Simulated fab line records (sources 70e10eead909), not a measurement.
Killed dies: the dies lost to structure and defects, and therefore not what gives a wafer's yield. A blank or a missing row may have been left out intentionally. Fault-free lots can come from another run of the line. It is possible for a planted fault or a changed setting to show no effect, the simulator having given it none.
fab line records    flow nand_harc
record lots=13  wafers=39  last_day=24
route steps=1159 shown P_CONTACT@238 P_M0@261
lots that met no fault: from a run of the same line without faults
start_h: the number of hours between the record's first day and the start of the first shown wafer of the lot    wait_h: hours elapsed since this lot's preceding step    " identical to the entry in the row above    L1.1+2: one row covering several wafers at once    - no value present, or no start provided    * or withheld: withheld    < > ~ a bound
route shown NAME@n: names a module that has steps shown in the file, with the first one's number in the route    usual: mean/standard deviation of fault-free wafers    same: alike in all rows    chamber/n: place in a boat    sites: per-site readings    _std_site: their standard deviation    _edge_site: the outer-site mean with the inner-site mean subtracted    radius_mm: for every site, how far away it sits from the centre of the wafer    mask NAME#n: copy n    behind: the tool/chamber that last shaped the wafer    hold: cause of the lot's hold/its duration in hours/its outcome    device: names the non-switching transistor (n, p or np)    end of line: tests run on the same wafers once the route is complete    where a step has no rows: the recipe by itself    killed: count of dies lost to structure and defects at first sort (not the wafer's yield)    map: dies across one wafer; x = killed, . = not, _ = none there
set.NAME: the setting that was run; set.NAME@STEP: the one run at that earlier step    model.NAME: the simulator's own value behind a step, which no gauge read
route steps across a sampled set of lots; one table per step, one row per wafer
services: the hour from which a tool's chamber was out of use, counted from the record's first day as start_h (under 0 if before that day), plus the number of hours and why
## steps
# step NHARC_P_CONTACT_ETCH_18
# recipe target_depth_a=4810  time_s=240.5  c4f8_flow_sccm=20  o2_flow_sccm=10  ar_flow_sccm=withheld  rf_w=600  bias_w=1500  chemistry=C4F8/O2/Ar
# usual oes_product_au=0.952/0.02  rf_vpp_V=978/4.6
# same time_s=240.5
lot.wafer  tool         chamber  start_h  wait_h  oes_product_au  rf_hours_counter_h  rf_vpp_V
L391.3     rie_diel-04  0        -        -       0.946           16                  982
L391.2     "            1        "        "       0.959           16                  983
L391.5     "            3        "        "       0.945           -                   976
L392.3     rie_diel-10  0        -        -       0.944           12                  978
L392.2     "            2        "        "       0.953           12                  973
L392.4     "            3        "        "       0.954           -                   976
L393.3     rie_diel-04  1        -        -       0.948           1                   982
L393.1     "            2        "        "       0.959           1                   973
L393.6     "            1        "        "       0.947           -                   982
L395.3     rie_diel-04  2        -        -       0.963           2                   973
L395.1     "            3        "        "       0.963           2                   977
L395.5     "            2        "        "       0.958           -                   973
L396.1     rie_diel-10  1        -        -       0.960           15                  986
L396.6     "            1        "        "       0.963           -                   986
L396.5     "            2        "        "       0.953           -                   974
L397.4     rie_diel-04  2        -        -       0.965           4                   974
L397.6     "            2        "        "       0.966           -                   971
L397.5     "            3        "        "       0.974           -                   975
L398.3     rie_diel-10  0        -        -       0.940           16                  979
L398.4     "            2        "        "       0.947           16                  974
L398.6     "            1        "        "       0.965           -                   985
L400.2     rie_diel-10  0        -        -       0.962           17                  980
L400.1     "            1        "        "       0.973           17                  986
L400.6     "            0        "        "       0.964           -                   978
L403.2     rie_diel-10  3        -        -       0.966           0                   976
L403.3     "            0        "        "       0.942           0                   977
L403.5     "            2        "        "       0.980           -                   975
L404.4     rie_diel-10  1        -        -       0.942           1                   986
L404.5     "            3        "        "       0.988           -                   975
L404.6     "            0        "        "       0.950           -                   977
L406.1     rie_diel-10  1        -        -       0.940           3                   987
L406.4     "            2        "        "       0.947           3                   974
L406.3     "            0        "        "       0.941           2                   978
L409.3     rie_diel-04  3        -        -       0.918           8                   977
L409.4     "            0        "        "       0.919           9                   984
L409.6     "            0        "        "       0.918           -                   984
L413.2     rie_diel-04  2        -        -       0.923           13                  973
L413.4     "            3        "        "       0.942           10                  977
L413.1     "            0        "        "       0.936           12                  982
# step NHARC_P_M0_PEB_07
# recipe peb_temp_c=100  peb_time_s=65
# usual heater_power_total_W=156.6/0.39
lot.wafer  tool            chamber  start_h  wait_h  heater_power_total_W
L391.2     litho_track-06  0        116.10   0.1     156.6
L391.3     "               0        "        "       156.2
L391.5     "               0        "        "       157.0
L392.2     litho_track-06  0        129.94   0.1     156.4
L392.3     "               0        "        "       156.1
L392.4     "               0        "        "       156.8
L393.1     litho_track-01  0        132.10   0.1     156.4
L393.3     "               0        "        "       156.5
L393.6     "               0        "        "       156.9
L395.1     litho_track-01  0        141.72   0.1     156.4
L395.3     "               0        "        "       157.1
L395.5     "               0        "        "       156.9
L396.1     litho_track-06  0        154.25   0.1     157.2
L396.5     "               0        "        "       157.0
L396.6     "               0        "        "       157.1
L397.4     litho_track-06  0        159.28   0.0     156.8
L397.5     "               0        "        "       156.6
L397.6     "               0        "        "       156.6
L398.3     litho_track-01  0        159.55   0.0     157.1
L398.4     "               0        "        "       156.7
L398.6     "               0        "        "       156.8
L400.1     litho_track-04  0        173.30   0.1     157.1
L400.2     "               0        "        "       157.0
L400.6     "               0        "        "       156.0
L403.2     litho_track-06  0        194.36   0.1     156.9
L403.3     "               0        "        "       156.3
L403.5     "               0        "        "       156.3
L404.4     litho_track-04  0        194.80   0.0     157.1
L404.5     "               0        "        "       156.6
L404.6     "               0        "        "       157.1
L406.1     litho_track-01  0        211.36   0.1     156.2
L406.3     "               0        "        "       156.8
L406.4     "               0        "        "       157.1
L409.3     litho_track-04  0        223.35   0.1     156.0
L409.4     "               0        "        "       156.9
L409.6     "               0        "        "       156.6
L413.1     litho_track-06  0        255.76   0.1     184.4
L413.2     "               0        "        "       185.2
L413.4     "               0        "        "       157.1
# step NHARC_P_M0_CD_MEAS_09
# recipe target_cd_nm=90  landing_energy_ev=500
# usual cd_nm=90.0/0.93
lot.wafer  tool       chamber  start_h  wait_h  cd_nm
L391.2     cd_sem-01  0        116.18   -       90.6
L391.3     "          0        "        "       92.0
L391.5     "          0        "        "       90.9
L392.2     cd_sem-01  0        130.02   -       90.6
L392.3     "          0        "        "       91.0
L392.4     "          0        "        "       91.4
L393.1     cd_sem-02  0        132.18   -       89.5
L393.3     "          0        "        "       89.2
L393.6     "          0        "        "       89.1
L395.1     cd_sem-01  0        141.80   -       89.3
L395.3     "          0        "        "       88.5
L395.5     "          0        "        "       88.6
L396.1     cd_sem-03  0        154.33   -       89.8
L396.5     "          0        "        "       89.9
L396.6     "          0        "        "       89.0
L397.4     cd_sem-01  0        159.36   -       91.3
L397.5     "          0        "        "       90.8
L397.6     "          0        "        "       90.5
L398.3     cd_sem-01  0        159.63   -       88.9
L398.4     "          0        "        "       89.0
L398.6     "          0        "        "       89.1
L400.1     cd_sem-02  0        173.38   -       90.2
L400.2     "          0        "        "       90.4
L400.6     "          0        "        "       88.4
L403.2     cd_sem-02  0        194.44   -       90.2
L403.3     "          0        "        "       90.7
L403.5     "          0        "        "       89.9
L404.4     cd_sem-03  0        194.89   -       88.6
L404.5     "          0        "        "       89.1
L404.6     "          0        "        "       89.6
L406.1     cd_sem-02  0        211.44   -       89.6
L406.3     "          0        "        "       89.9
L406.4     "          0        "        "       89.3
L409.3     cd_sem-01  0        223.43   -       90.4
L409.4     "          0        "        "       90.2
L409.6     "          0        "        "       89.5
L413.1     cd_sem-01  0        255.84   -       79.5
L413.2     "          0        "        "       80.3
L413.4     "          0        "        "       89.9
# step NHARC_P_M0_ETCH_34
# recipe target_depth_a=400  overetch_a=120  time_s=43.94  ion_energy_ev=200  n2_flow_sccm=150  h2_flow_sccm=150  ar_flow_sccm=0  rf_w=400  bias_w=150  chemistry=N2/H2
# usual drypump_motor_current_A=5.5/0.53  oes_product_au=0.999/0.016  rf_vpp_V=431.6/2.7  showerhead_plenum_p_Torr=2.08/0.093  throttle_valve_pct=14.170/0.0091
# same time_s=43.94
lot.wafer  tool         chamber  start_h  wait_h  drypump_motor_current_A  oes_product_au  rf_hours_counter_h  rf_vpp_V  showerhead_plenum_p_Torr  throttle_valve_pct
L391.3     rie_diel-09  2        116.46   0.1     5.8                      0.986           2                   432.3     2.15                      14.188
L391.2     "            3        "        "       5.2                      1.028           1                   433.1     2.17                      14.173
L391.5     "            0        "        "       5.2                      1.001           -                   428.9     1.97                      14.169
L392.3     rie_diel-06  3        130.29   0.1     6.4                      0.987           3                   431.4     2.04                      14.173
L392.4     "            0        "        "       5.1                      0.991           3                   434.3     2.19                      14.175
L392.2     "            2        "        "       5.7                      1.008           3                   430.1     2.02                      14.183
L393.1     rie_diel-06  0        132.46   0.1     5.1                      0.994           4                   433.4     2.19                      14.157
L393.3     "            2        "        "       5.7                      1.012           3                   431.3     2.02                      14.165
L393.6     "            3        "        "       6.4                      1.008           -                   430.4     2.04                      14.166
L395.1     rie_diel-08  1        142.08   0.1     5.9                      0.999           0                   429.3     1.99                      14.172
L395.3     "            0        "        "       5.3                      0.998           0                   434.6     2.15                      14.171
L395.5     "            2        "        "       5.8                      0.981           -                   428.1     1.90                      14.171
L396.1     rie_diel-09  1        154.62   0.1     5.2                      1.016           4                   433.1     2.14                      14.173
L396.5     "            1        "        "       5.2                      1.022           -                   432.8     2.14                      14.180
L396.6     "            3        "        "       5.2                      1.027           -                   435.6     2.17                      14.183
L397.4     rie_diel-06  0        159.67   0.1     5.1                      0.996           -                   434.9     2.19                      14.160
L397.6     "            1        "        "       4.8                      0.999           -                   434.3     2.16                      14.159
L397.5     "            2        "        "       5.7                      1.017           -                   429.7     2.02                      14.173
L398.3     rie_diel-06  1        159.92   0.1     4.8                      1.006           5                   434.3     2.16                      14.166
L398.4     "            0        "        "       5.1                      0.990           -                   434.6     2.19                      14.179
L398.6     "            1        "        "       4.8                      1.003           -                   433.0     2.16                      14.177
L400.2     rie_diel-06  1        173.65   0.1     4.8                      1.013           6                   433.0     2.16                      14.171
L400.1     "            2        "        "       5.7                      1.016           6                   429.1     2.02                      14.172
L400.6     "            2        "        "       5.7                      1.024           -                   430.2     2.02                      14.177
L403.2     rie_diel-06  2        194.71   0.1     5.7                      1.017           7                   431.4     2.02                      14.175
L403.3     "            3        "        "       6.4                      0.985           7                   430.2     2.04                      14.180
L403.5     "            1        "        "       4.8                      0.998           -                   433.9     2.16                      14.163
L404.4     rie_diel-06  1        195.16   0.1     4.8                      0.996           8                   435.1     2.16                      14.161
L404.5     "            3        "        "       6.4                      0.990           -                   431.5     2.04                      14.161
L404.6     "            0        "        "       5.1                      0.983           -                   434.7     2.19                      14.172
L406.1     rie_diel-06  3        211.73   0.1     6.4                      0.976           8                   430.2     2.04                      14.189
L406.3     "            0        "        "       5.1                      0.972           9                   435.2     2.19                      14.169
L406.4     "            0        "        "       5.1                      0.975           -                   433.2     2.19                      14.161
L409.3     rie_diel-06  3        223.71   0.1     6.4                      0.995           10                  430.5     2.04                      14.171
L409.4     "            3        "        "       6.4                      0.985           -                   430.2     2.04                      14.168
L409.6     "            0        "        "       5.1                      0.978           -                   435.5     2.19                      14.173
L413.4     rie_diel-06  2        256.11   0.1     5.7                      1.014           0                   429.7     2.02                      14.170
L413.2     "            3        "        "       6.4                      1.004           0                   429.8     2.04                      14.176
L413.1     "            0        "        "       5.1                      1.002           0                   434.3     2.19                      14.186
# step NHARC_P_M0_ETCH_15
# recipe target_depth_a=1500  overetch_a=150  time_s=82.5  c4f8_flow_sccm=withheld  ar_flow_sccm=400  rf_w=600  bias_w=300  chemistry=C4F8/Ar
# usual oes_product_au=0.955/0.021  rf_vpp_V=441.9/2.9
# same time_s=82.5
lot.wafer  tool         chamber  start_h  wait_h  oes_product_au  rf_hours_counter_h  rf_vpp_V
L391.3     rie_diel-09  2        -        -       0.930           2                   442.9
L391.2     "            3        "        "       0.967           1                   445.7
L391.5     "            3        "        "       0.958           -                   444.7
L392.4     rie_diel-06  3        -        -       0.948           3                   439.8
L392.3     "            0        "        "       0.957           3                   445.6
L392.2     "            2        "        "       0.984           3                   439.9
L393.3     rie_diel-06  3        -        -       0.963           3                   440.0
L393.1     "            1        "        "       0.938           4                   444.0
L393.6     "            3        "        "       0.968           -                   440.8
L395.3     rie_diel-08  3        -        -       1.006           0                   442.0
L395.1     "            1        "        "       0.972           0                   439.4
L395.5     "            3        "        "       0.998           -                   443.3
L396.1     rie_diel-09  3        -        -       0.991           5                   445.1
L396.6     "            1        "        "       0.980           -                   444.3
L396.5     "            3        "        "       0.991           -                   444.7
L397.5     rie_diel-06  0        -        -       0.948           -                   444.6
L397.6     "            1        "        "       0.958           -                   442.1
L397.4     "            2        "        "       0.975           -                   440.3
L398.3     rie_diel-06  0        -        -       0.944           6                   446.4
L398.4     "            2        "        "       0.977           -                   439.6
L398.6     "            1        "        "       0.958           -                   445.6
L400.2     rie_diel-06  3        -        -       0.930           5                   441.2
L400.1     "            0        "        "       0.917           6                   446.0
L400.6     "            0        "        "       0.925           -                   446.0
L403.3     rie_diel-06  1        -        -       0.961           8                   444.1
L403.2     "            2        "        "       0.972           7                   441.0
L403.5     "            0        "        "       0.963           -                   444.8
L404.4     rie_diel-06  2        -        -       0.937           7                   441.3
L404.5     "            2        "        "       0.944           -                   440.5
L404.6     "            3        "        "       0.923           -                   441.0
L406.3     rie_diel-06  1        -        -       0.971           9                   445.1
L406.1     "            0        "        "       0.947           9                   444.5
L406.4     "            3        "        "       0.950           -                   442.5
L409.3     rie_diel-06  1        -        -       0.958           11                  443.5
L409.6     "            1        "        "       0.959           -                   444.4
L409.4     "            0        "        "       0.936           -                   445.3
L413.4     rie_diel-06  0        -        -       0.958           0                   446.1
L413.1     "            1        "        "       0.956           0                   444.4
L413.2     "            2        "        "       0.987           0                   439.1
## services
tool            chamber  start_h  hours  kind
litho_track-01  -        93.00    7.0    pm
rie_diel-09     1        111.70   5.0    repair
rie_diel-04     -        111.97   9.0    pm
litho_track-06  -        117.01   7.0    pm
rie_diel-10     1        119.47   3.1    repair
rie_diel-10     1        124.09   2.5    repair
rie_diel-06     3        133.53   4.0    repair
rie_diel-06     -        140.95   1.6    repair
rie_diel-09     2        153.55   8.5    repair
rie_diel-09     -        155.86   0.8    repair
rie_diel-06     3        156.13   8.8    repair
rie_diel-04     -        156.25   0.4    repair
rie_diel-09     3        158.89   35.7   repair
rie_diel-10     -        176.50   9.0    pm
rie_diel-09     1        185.50   4.7    repair
rie_diel-04     3        188.68   17.5   repair
rie_diel-10     3        198.19   1.9    repair
rie_diel-10     2        210.42   1.7    repair
rie_diel-06     2        211.51   33.8   repair
rie_diel-10     0        226.30   18.1   repair
rie_diel-06     1        228.49   3.2    repair
rie_diel-04     3        229.36   14.6   repair
rie_diel-06     -        241.20   9.0    pm
rie_diel-09     -        254.31   9.0    pm
## key
first_sign step=NHARC_P_M0_PEB_07  reading=heater_power_total_W  direction=up  sigmas=72  usual=*  struck=*
effect step=NHARC_P_M0_CD_MEAS_09  reading=cd_nm  direction=down  sigmas=11  usual=90.0  struck=79.9
met_at NHARC_P_M0_PEB_07
struck_lots L413
struck_wafers L413.1,L413.2
sort_left_out L413.1,L413.2
not_acting_at NHARC_P_CONTACT_ETCH_18,NHARC_P_M0_ETCH_34,NHARC_P_M0_ETCH_15
onset_between 194.36 255.76
fault kind=process_parameter_drift  tool=litho_track-06  chamber=-  onset_h=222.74  steps=NHARC_P_M0_PEB_07  channel=peb_time_s  offset=*  shape=step  end_h=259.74  scope=struck_wafers_only  acts_in=*  stated=*
# sort_left_out: the simulated sort isn't trusted on such a fault, so these wafers' sort isn't shown, and their yield isn't known
